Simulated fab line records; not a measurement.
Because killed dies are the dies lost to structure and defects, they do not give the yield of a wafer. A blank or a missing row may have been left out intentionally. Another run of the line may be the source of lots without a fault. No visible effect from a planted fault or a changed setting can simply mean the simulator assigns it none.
Which tool is to blame?	flow n5_finfet	24 lots with 72 wafers sampled at 3 steps, on a route of 1938 steps

WHAT EACH GAUGE READ, for each wafer
N5_BEOL_M3_INSPECT_30: inspects for defects (brightfield). Usual: 445 for raw_defect_count, sd 110.
lot	measured	on	raw_defect_count	flag
L074	day 7 18:52	defect_inspect-01	547 573 628	
L076	day 7 20:01	defect_inspect-01	467 395 334	
L075	day 8 00:48	defect_inspect-02	613 469 619	
L077	day 8 01:29	defect_inspect-02	343 518 463	
L079	day 8 05:49	defect_inspect-02	432 396 471	
L078	day 8 06:37	defect_inspect-01	400 492 371	
L080	day 8 15:24	defect_inspect-02	456 401 681	
L081	day 9 03:37	defect_inspect-02	401 505 444	
L082	day 9 04:47	defect_inspect-01	601 477 461	
L083	day 9 06:25	defect_inspect-01	373 330 388	
L084	day 9 12:27	defect_inspect-01	269 404 264	
L086	day 10 11:08	defect_inspect-02	347 387 414	
L088	day 10 12:08	defect_inspect-02	700 708 598	
L087	day 10 17:02	defect_inspect-02	433 549 429	
L085	day 10 18:11	defect_inspect-02	477 365 380	
L090	day 10 20:38	defect_inspect-02	353 585 474	
L089	day 10 22:02	defect_inspect-01	456 330 315	
L091	day 11 08:31	defect_inspect-02	319 330 344	
L092	day 11 14:29	defect_inspect-01	379 466 398	
L093	day 11 21:10	defect_inspect-02	388 412 260	
L095	day 12 02:49	defect_inspect-02	370 432 500	
L094	day 12 06:28	defect_inspect-01	310 373 291	
L096	day 12 23:25	defect_inspect-02	546 506 463	
L097	day 13 17:35	defect_inspect-02	403 414 446	

TOOL THAT RAN EACH LOT (tool first, then ch and the chambers of the sampled wafers, then the start)
lot	N5_BEOL_M3_STRIP_66	N5_BEOL_M3_HM_OPEN_17
L074	rie_diel-03 ch 1,2, day 7 18:11	rie_metal-02 ch 0,1, day 7 18:13
L076	rie_diel-03 ch 0,1,3, day 7 19:16	rie_metal-01 ch 0,1, day 7 19:20
L075	rie_diel-02 ch 0,1,3, day 7 23:59	rie_metal-03 ch 0,1, day 8 00:01
L077	rie_diel-04 ch 2,3, day 8 00:44	rie_metal-01 ch 0,1, day 8 00:46
L079	rie_diel-03 ch 0,1,3, day 8 05:11	rie_metal-03 ch 0,1, day 8 05:13
L078	rie_diel-04 ch 2,3, day 8 05:52	rie_metal-02 ch 0,1, day 8 05:54
L080	rie_diel-04 ch 0,1,2, day 8 14:46	rie_metal-01 ch 0,1, day 8 14:50
L081	rie_diel-03 ch 0,2, day 9 02:52	rie_metal-02 ch 0,1, day 9 02:54
L082	rie_diel-02 ch 1,2,3, day 9 04:09	rie_metal-02 ch 0,1, day 9 04:11
L083	rie_diel-03 ch 2,3, day 9 05:40	rie_metal-01 ch 0,1, day 9 05:42
L084	rie_diel-04 ch 0,1, day 9 11:40	rie_metal-03 ch 0,1, day 9 11:43
L086	rie_diel-04 ch 1,2, day 10 10:30	rie_metal-01 ch 0,1, day 10 10:34
L088	rie_diel-02 ch 1,2,3, day 10 11:23	rie_metal-03 ch 0,1, day 10 11:25
L087	rie_diel-04 ch 0,1,3, day 10 16:25	rie_metal-01 ch 1, day 10 16:28
L085	rie_diel-04 ch 0,1, day 10 17:34	rie_metal-03 ch 0,1, day 10 17:38
L090	rie_diel-04 ch 0,1,2, day 10 19:57	rie_metal-03 ch 0,1, day 10 20:00
L089	rie_diel-02 ch 0,1,3, day 10 21:25	rie_metal-03 ch 0,1, day 10 21:27
L091	rie_diel-02 ch 0,1, day 11 07:45	rie_metal-03 ch 1, day 11 07:47
L092	rie_diel-02 ch 0,2, day 11 13:52	rie_metal-02 ch 0,1, day 11 13:54
L093	rie_diel-03 ch 0,2,3, day 11 20:24	rie_metal-03 ch 0,1, day 11 20:26
L095	rie_diel-02 ch 0,1, day 12 02:11	rie_metal-03 ch 0,1, day 12 02:15
L094	rie_diel-04 ch 1,2,3, day 12 05:49	rie_metal-02 ch 0,1, day 12 05:53
L096	rie_diel-04 ch 0,1,3, day 12 22:45	rie_metal-01 ch 0,1, day 12 22:47
L097	rie_diel-03 ch 0,1, day 13 16:55	rie_metal-02 ch 0,1, day 13 16:58
- N5_BEOL_M3_STRIP_66: strips in CF4.
- N5_BEOL_M3_HM_OPEN_17: chemistry Cl2/BCl3, target TiN, target depth 20 nm, overetch 6 nm.

WHAT THE TOOLS THEMSELVES READ (means of the sampled wafers that have a number; where no wafer has one, the mark that the record gives instead)
N5_BEOL_M3_STRIP_66. Usual: drypump_motor_current_A 5.8 A, standard deviation 0.56; oes_product_au 0.75 a.u., standard deviation 0.066; power_w 300.0 W, standard deviation 0.91; rf_vpp_V 270.8 V, standard deviation 1.5; showerhead_plenum_p_Torr 1.78 Torr, standard deviation 0.055; throttle_valve_pct 13.6 %, standard deviation 0.33.
lot	tool	drypump_motor_current_A (A)	oes_product_au (a.u.)	power_w (W)	rf_vpp_V (V)	showerhead_plenum_p_Torr (Torr)	throttle_valve_pct (%)	flag
L074	rie_diel-03	6.1	0.71	300.4	271.3	1.83	13.5	
L076	rie_diel-03	5.7	0.72	300.4	272.1	1.81	13.5	
L075	rie_diel-02	6.3	0.76	301.0	271.3	1.83	13.7	
L077	rie_diel-04	5.9	0.73	300.0	270.7	1.78	13.5	
L079	rie_diel-03	5.7	0.72	300.1	272.0	1.81	13.6	
L078	rie_diel-04	5.9	0.73	300.5	271.2	1.78	13.5	
L080	rie_diel-04	5.5	0.77	299.7	270.2	1.73	13.3	
L081	rie_diel-03	5.3	0.70	299.3	271.0	1.78	14.0	
L082	rie_diel-02	6.0	0.82	299.5	270.9	1.81	13.5	
L083	rie_diel-03	5.7	0.74	299.6	270.9	1.79	13.7	
L084	rie_diel-04	5.5	0.79	300.1	269.3	1.71	13.3	
L086	rie_diel-04	5.3	0.78	300.2	270.9	1.75	13.2	
L088	rie_diel-02	5.9	0.81	299.7	272.1	1.81	13.5	
L087	rie_diel-04	5.8	0.75	300.0	269.1	1.73	13.5	
L085	rie_diel-04	5.5	0.78	300.1	269.4	1.71	13.4	
L090	rie_diel-04	5.5	0.76	298.9	269.9	1.73	13.4	
L089	rie_diel-02	6.3	0.73	299.7	270.6	1.82	13.8	
L091	rie_diel-02	6.0	0.68	300.3	271.6	1.85	14.2	
L092	rie_diel-02	5.4	0.75	299.7	272.9	1.85	14.0	
L093	rie_diel-03	5.5	0.81	300.1	270.6	1.78	13.6	
L095	rie_diel-02	6.3	0.68	300.4	272.7	1.85	14.0	
L094	rie_diel-04	5.5	0.74	299.0	269.9	1.76	13.4	
L096	rie_diel-04	5.8	0.73	300.0	269.3	1.72	13.5	
L097	rie_diel-03	5.9	0.92	299.9	272.4	1.82	13.1	

N5_BEOL_M3_HM_OPEN_17. Usual: drypump_motor_current_A 6.0 A, standard deviation 0.4; he_backside_leak_sccm 3.40 sccm, standard deviation 0.18; oes_product_au 0.63 a.u., standard deviation 0.088; throttle_valve_pct 22.13 %, standard deviation 0.25.
lot	tool	drypump_motor_current_A (A)	he_backside_leak_sccm (sccm)	oes_product_au (a.u.)	throttle_valve_pct (%)	flag
L074	rie_metal-02	6.0	3.40	0.67	22.26	
L076	rie_metal-01	6.3	3.35	0.63	22.06	
L075	rie_metal-03	5.7	3.53	0.58	22.08	
L077	rie_metal-01	6.3	3.35	0.68	21.88	
L079	rie_metal-03	5.7	3.49	0.58	22.07	
L078	rie_metal-02	5.9	3.40	0.66	22.26	
L080	rie_metal-01	6.3	3.32	0.63	22.06	
L081	rie_metal-02	5.9	3.29	0.66	22.28	
L082	rie_metal-02	5.9	3.52	0.66	22.28	
L083	rie_metal-01	6.3	3.49	0.67	21.88	
L084	rie_metal-03	5.7	3.55	0.57	22.10	
L086	rie_metal-01	6.3	3.26	0.66	21.88	
L088	rie_metal-03	6.0	3.60	0.59	22.26	
L087	rie_metal-01	6.3	3.27	0.71	21.72	
L085	rie_metal-03	5.7	3.52	0.57	22.11	
L090	rie_metal-03	5.7	3.53	0.57	22.09	
L089	rie_metal-03	5.7	3.56	0.56	22.11	
L091	rie_metal-03	6.4	3.29	0.61	22.41	
L092	rie_metal-02	5.9	3.35	0.76	22.14	
L093	rie_metal-03	6.0	3.45	0.59	22.25	
L095	rie_metal-03	5.7	3.58	0.56	22.11	
L094	rie_metal-02	5.9	3.39	0.75	22.15	
L096	rie_metal-01	6.3	3.08	0.60	22.08	
L097	rie_metal-02	5.9	3.33	0.74	22.15	

THE ANSWER, worked out from the rows above alone
Rule: a lot counts as off when the mean over its wafers that have a number is more than 3 standard deviations away from the usual mean. Also off: a lot with no number at a reading for which 4 or more lots have one. The other lots that the step has rows for count as sound. After the gauges, taken in route order, come the tools' own readings; for these a lot's mean is taken, as printed above. At the first step where some lot is off, the reading lying furthest off is the one used; lots without a number count as furthest.
No lot is off at any reading shown: from this, nothing can be told.

WHAT WAS PUT IN BY THE SIMULATOR
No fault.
